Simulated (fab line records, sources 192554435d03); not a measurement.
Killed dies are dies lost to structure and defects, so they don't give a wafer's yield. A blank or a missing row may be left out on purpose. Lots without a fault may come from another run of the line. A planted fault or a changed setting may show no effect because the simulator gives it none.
A struck lot beside a sound one | flow n5_finfet | 24 steps out of a route of 1938
Sound: wafers L723.1, L723.5, L723.6. Struck: wafer L713.1. (L713.4, L713.5 of the same lot were not struck and are left out.) The cause comes at the end.
At each step with rows: each side's tool, then ch and its chambers, then its first start. Under that, the readings that differ: sound wafers | struck wafers | difference of the means | sigmas: that difference in standard deviations of wafers without a fault.
alike: readings whose means differ by less than 2 such deviations, and words and numbers that are the same on both sides. not compared: withheld readings, readings that some wafer has no value for, bounds like >300 that may hide the same value, and numbers for which the record gives no deviation and whose values overlap.
The two part at a step that has a row with sigmas, a row that says differs or no value, or rows on one side only. Numbers that don't overlap but have no deviation are shown without sigmas and don't part them. A reading that every wafer of one side lacks parts them only if that side has two wafers or more.

first, 8 steps without rows for these wafers: N5_BEOL_M15_ECD_47 (material Cu, target thk 1860 nm); N5_BEOL_M15_ANNEAL_48 (time 90 s); N5_BEOL_M15_CMP_49 (polishes, stops on SiO2, t overpolish 4.9 s, target thk 850 nm); N5_BEOL_M15_PRE_CLEAN_52 (time 15 s); N5_BEOL_M15_DEP_53 (deposits SiCN from 3MS/NH3, target thk 50 nm, time 17.8 s); N5_PASSIVATION_PECVD_00 (deposits SiO2 from SiH4/N2O, target thk 200 nm, time 11.2 s); N5_MIM_BOT_DEGAS_01 (time 60 s); N5_MIM_BOT_SPUTTER_00 (material TiN, target thk 35 nm, time 89.7 s).
N5_MIM_TOP_ALD_00: deposits Al2O3, purge time 3 s, co reactant pulse time 3 s.
  sound on ald_hk-02 ch 1,2, day 17 03:27; struck on ald_hk-01 ch 1, day 14 20:09
  alike: precursor_pulse_height_rel
then, 12 steps without rows for these wafers: N5_MIM_TOP_ALD_01 (deposits HfO2, target thk 5.6 nm, pulse time 1 s, purge time 3 s); N5_MIM_TOP_ALD_02 (deposits Al2O3, purge time 3 s, co reactant pulse time 3 s); N5_MIM_TOP_DEGAS_04 (time 60 s); N5_MIM_TOP_SPUTTER_03 (material TiN, target thk 35 nm, time 89.7 s); N5_MIM_TOP_LITHO_HMDS_01 (time 60 s); N5_MIM_TOP_LITHO_COAT_02; N5_MIM_TOP_LITHO_EBR_04; N5_MIM_TOP_LITHO_SOFTBAKE_03 (time 90 s); N5_MIM_TOP_LITHO_EXPOSE_05 (exposes mask MIM TOP, target cd 2000 nm); N5_MIM_TOP_LITHO_PEB_06; N5_MIM_TOP_LITHO_DEVELOP_07 (develop time 60 s); N5_MIM_TOP_LITHO_HARDBAKE_09 (time 120 s).
N5_MIM_TOP_LITHO_INSPECT_12: inspects for defects (macro).
  sound on defect_inspect-02, day 17 06:11; struck on defect_inspect-02, day 14 21:13
  reading          | sound | struck | difference | sigmas
  raw_defect_count | 2 0 2 | >300   | differs    |
then, 1 step without rows for these wafers: N5_MIM_TOP_LITHO_DESCUM_10 (chemistry O2, time 7.9 s).
N5_PASSIVATION_PROBE_49:
  the record has rows for the struck wafers here (prober-02, day 15 06:41) and none for the sound ones

WHERE THEY PART
First at N5_MIM_TOP_LITHO_INSPECT_12; last, within this record, at N5_PASSIVATION_PROBE_49.

WHY: what the simulator had put in
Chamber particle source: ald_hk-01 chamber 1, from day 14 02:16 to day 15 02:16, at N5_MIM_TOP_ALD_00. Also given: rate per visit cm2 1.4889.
